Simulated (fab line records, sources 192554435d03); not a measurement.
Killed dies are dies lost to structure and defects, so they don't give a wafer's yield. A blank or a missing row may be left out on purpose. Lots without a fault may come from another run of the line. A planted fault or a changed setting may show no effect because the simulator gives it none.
Split-lot experiment | flow n5_finfet | 7 lots, 39 wafers read, on a route of 1938 steps

THE SPLIT
At N5_BEOL_M6_VIA_ETCH_34 (etches SiCOH lowk in C4F6/O2, target depth 126.3 nm, time 50.9 s), the setting target_depth_a was moved away from the recipe's 1263 angstrom on 12 of the 39 wafers read, by -42.6% to +30.8%. The other wafers ran this setting at the recipe's value.

The reading is taken at the split's own step.

THE READING
SOC_of_BEOL_M6_COAT_63.thk_nm (the simulator's own value, which no gauge read), in nm, at N5_BEOL_M6_VIA_ETCH_34 (etches SiCOH lowk in C4F6/O2, target depth 126.3 nm, time 50.9 s). The file gives no usual value for it. The 27 wafers here that ran the recipe average 53.9 nm, standard deviation 0.28 nm.

wafer  | tool, chamber at the split | target_depth_a as run, angstrom | against the recipe | SOC_of_BEOL_M6_COAT_63.thk_nm, nm | against lot-mates on the recipe
L074.1 | rie_diel-06, 0             | 1263                            | recipe             | 54.4                              | -
L074.2 | rie_diel-06, 2             | 1263                            | recipe             | 54                                | -
L074.3 | rie_diel-06, 1             | 1263                            | recipe             | 54                                | -
L074.4 | rie_diel-06, 3             | 1263                            | recipe             | 54                                | -
L074.5 | rie_diel-06, 0             | 1263                            | recipe             | 54.2                              | -
L074.6 | rie_diel-06, 3             | 1263                            | recipe             | 54                                | -
L075.1 | rie_diel-06, 2             | 1263                            | recipe             | 53.8                              | -
L075.2 | rie_diel-06, 3             | 837.4                           | -33.7%             | 55.8                              | +1.8
L075.3 | rie_diel-06, 1             | 1263                            | recipe             | 54.2                              | -
L075.4 | rie_diel-06, 1             | 1263                            | recipe             | 54                                | -
L075.5 | rie_diel-06, 2             | 837.4                           | -33.7%             | 56                                | +2.0
L075.6 | rie_diel-06, 3             | 837.4                           | -33.7%             | 56                                | +2.0
L077.1 | rie_diel-04, 0             | 1652                            | +30.8%             | 52.2                              | -1.9
L077.2 | rie_diel-04, 3             | 1263                            | recipe             | 54                                | -
L077.3 | rie_diel-04, 2             | 1652                            | +30.8%             | 52.2                              | -1.9
L077.4 | rie_diel-04, 3             | 1263                            | recipe             | 54.2                              | -
L077.5 | rie_diel-04, 0             | 1263                            | recipe             | 54                                | -
L077.6 | rie_diel-04, 2             | 1652                            | +30.8%             | 52                                | -2.1
L087.1 | rie_diel-05, 2             | 1263                            | recipe             | 53.6                              | -
L087.2 | rie_diel-05, 0             | 1263                            | recipe             | 53.4                              | -
L087.3 | rie_diel-05, 1             | 1263                            | recipe             | 53.6                              | -
L087.4 | rie_diel-05, 2             | 1263                            | recipe             | 53.8                              | -
L087.5 | rie_diel-05, 0             | 1263                            | recipe             | 53.2                              | -
L087.6 | rie_diel-05, 1             | 1263                            | recipe             | 53.8                              | -
L091.1 | rie_diel-05, 0             | 725.3                           | -42.6%             | 56.2                              | +2.3
L091.2 | rie_diel-05, 1             | 1263                            | recipe             | 53.8                              | -
L091.3 | rie_diel-05, 2             | 1263                            | recipe             | 53.8                              | -
L091.4 | rie_diel-05, 2             | 1263                            | recipe             | 54                                | -
L091.5 | rie_diel-05, 0             | 725.3                           | -42.6%             | 56.2                              | +2.3
L091.6 | rie_diel-05, 1             | 725.3                           | -42.6%             | 56.6                              | +2.7
L095.2 | rie_diel-04, 2             | 1263                            | recipe             | 54.2                              | -
L095.4 | rie_diel-04, 3             | 1263                            | recipe             | 54.4                              | -
L095.6 | rie_diel-04, 2             | 1263                            | recipe             | 54.4                              | -
L094.1 | rie_diel-06, 3             | 1263                            | recipe             | 53.8                              | -
L094.2 | rie_diel-06, 2             | 1012                            | -19.9%             | 55                                | +1.1
L094.3 | rie_diel-06, 2             | 1263                            | recipe             | 54                                | -
L094.4 | rie_diel-06, 3             | 1012                            | -19.9%             | 54.8                              | +0.9
L094.5 | rie_diel-06, 2             | 1263                            | recipe             | 53.8                              | -
L094.6 | rie_diel-06, 3             | 1012                            | -19.9%             | 55.2                              | +1.3

THE FIT
A straight line over all 39 wafers: SOC_of_BEOL_M6_COAT_63.thk_nm changes by -0.0574 nm for each +1% of target_depth_a; r = -0.97; the points scatter about the line by 0.26 nm.
The same after taking each lot's own level away (the mean of its wafers on the recipe; 39 wafers): -0.0591 nm for each +1%; r = -0.99; scatter 0.15 nm.
On that fit, the largest move of target_depth_a shifts the reading by 2.5 nm.
The lots' own levels span 53.57 to 54.33 nm, that is 2.7 times the standard deviation above.
So the lot-to-lot level changes the slope little: the two slopes agree.
Check: with one of the wafers moved furthest among these (-42.6%) left out of the fit, the line predicts +2.52 nm for it against its lot-mates. It came out at +2.33 nm against them.

OTHER SPLITS ON THESE WAFERS
These wafers also went through other splits before the reading. Each is held against what the fit with the lots' levels taken away leaves over:
other split on the same wafers | wafers away from the commonest value | r with SOC_of_BEOL_M6_COAT_63.thk_nm (lot level and that fit taken away)
N5_BEOL_M5_DEP_56 target_thk_a | 15                                   | -0.10

THE WHOLE CHAIN: every reading that the file lists as answering this split, in the file's order
step                   | what it does                                                     | reading                                                                        | change (the file's fit)                | r (the file's)
N5_BEOL_M6_VIA_ETCH_34 | etches SiCOH lowk in C4F6/O2, target depth 126.3 nm, time 50.9 s | etch.depth_nm (the simulator's own value, which no gauge read)                 | +1.25 nm for each +1% of the setting   | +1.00
N5_BEOL_M6_VIA_ETCH_34 | etches SiCOH lowk in C4F6/O2, target depth 126.3 nm, time 50.9 s | SOC_of_BEOL_M6_COAT_63.thk_nm (the simulator's own value, which no gauge read) | -0.0588 nm for each +1% of the setting | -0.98

THE FILE'S OWN FIT
SOC_of_BEOL_M6_COAT_63.thk_nm changes by -0.0588 nm for each +1% of target_depth_a, r = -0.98.
